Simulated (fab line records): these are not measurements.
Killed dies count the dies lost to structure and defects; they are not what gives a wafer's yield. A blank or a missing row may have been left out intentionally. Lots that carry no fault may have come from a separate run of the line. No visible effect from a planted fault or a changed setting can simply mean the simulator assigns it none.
Chamber matching + flow nand harc + 4 sister chambers for NHARC_A_CONTACT_ALD_18 on ald metal-02
The step deposits TiN, target thk 3 nm, pulse time 1 s, ald cycles 150. 4 wafers are shown with their chamber, then 7 later ones without.

== WAFERS PAIRED WITH THEIR CHAMBERS ==
| wafer  | chamber | heater power w (W) |
|--------|---------|--------------------|
| L092.4 | 2       | 973                |
| L092.6 | 3       | 1170               |
| L092.1 | 0       | 811                |
| L092.2 | 1       | 999                |

== WAFERS WHOSE CHAMBER IS MISSING ==
| wafer  | heater power w (W) |
|--------|--------------------|
| L092.5 | 975                |
| L094.2 | 810                |
| L094.4 | 1014               |
| L094.5 | 964                |
| L097.1 | 820                |
| L097.2 | 997                |
| L097.5 | 822                |

== CHAMBER TAKEN BY EACH ==
| wafer  | from the rows above | in truth |
|--------|---------------------|----------|
| L092.5 | 2                   | 2        |
| L094.2 | 0                   | 0        |
| L094.4 | 1                   | 1        |
| L094.5 | 2                   | 2        |
| L097.1 | 0                   | 0        |
| L097.2 | 1                   | 1        |
| L097.5 | 0                   | 0        |
7 of 7 placed correctly. Left unplaced by these rows: 0. Wrongly placed: 0.
How it was worked out, from the rows above alone: a wafer's distance from a chamber is the root of the sum, over the readings, of the square of ((its reading less the chamber's mean) divided by the reading's scatter). If the next closest chamber is less than 2 further off than the closest, the wafer can't be placed; otherwise it belongs to the closest. A chamber's mean is the mean of its shown wafers. The scatter (one wafer shown for each chamber): square how far every hidden wafer sits from the nearest shown wafer, average those squares and take the square root.
